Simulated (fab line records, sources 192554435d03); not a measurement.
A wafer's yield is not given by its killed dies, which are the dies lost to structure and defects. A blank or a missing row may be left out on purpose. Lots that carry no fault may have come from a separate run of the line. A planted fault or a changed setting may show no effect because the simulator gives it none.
Matching of chambers | flow n5 finfet | N5_BEOL_M8_DESCUM_33 on rie diel-04: 4 sister chambers
The step chemistry O2, time 7 s. 8 wafers are shown with their chamber, then 7 later ones without.

## EACH WAFER AND ITS CHAMBER
wafer  | chamber | showerhead plenum p Torr (Torr) | throttle valve pct (%)
L079.1 | 3       | 2.14                            | 20.66
L079.4 | 0       | 2.02                            | 20.28
L079.5 | 3       | 2.14                            | 20.68
L087.1 | 2       | 2.02                            | 20.53
L087.4 | 1       | 2.24                            | 20.33
L087.6 | 1       | 2.24                            | 20.33
L093.3 | 0       | 2.01                            | 20.34
L093.5 | 2       | 2.01                            | 20.56

## WAFERS WHOSE CHAMBER IS MISSING
wafer  | showerhead plenum p Torr (Torr) | throttle valve pct (%)
L093.6 | 2.23                            | 20.36
L095.3 | 2.01                            | 20.38
L095.4 | 2.23                            | 20.38
L095.5 | 2.13                            | 20.26
L096.3 | 2.13                            | 20.27
L096.5 | 2.23                            | 20.37
L096.6 | 2.01                            | 20.37

## EACH ONE'S CHAMBER
wafer  | from the rows above | in truth
L093.6 | 1                   | 1
L095.3 | 0                   | 0
L095.4 | 1                   | 1
L095.5 | 3                   | 3
L096.3 | 3                   | 3
L096.5 | 1                   | 1
L096.6 | 0                   | 0
Correctly placed: 7 of 7. Not placeable from these rows: 0. Wrongly placed: 0.
How it was worked out, from the rows above alone: a wafer's distance from a chamber is the root of the sum, over the readings, of the square of ((its reading less the chamber's mean) divided by the reading's scatter). The wafer belongs to the nearest chamber; if the next one is less than 2 further off, it can't be placed. A chamber's mean is the mean of its shown wafers. How the scatter is found: for the shown wafers, subtract from each reading the mean of its chamber, square and add these, divide the total by (wafers less chambers), then take the root.
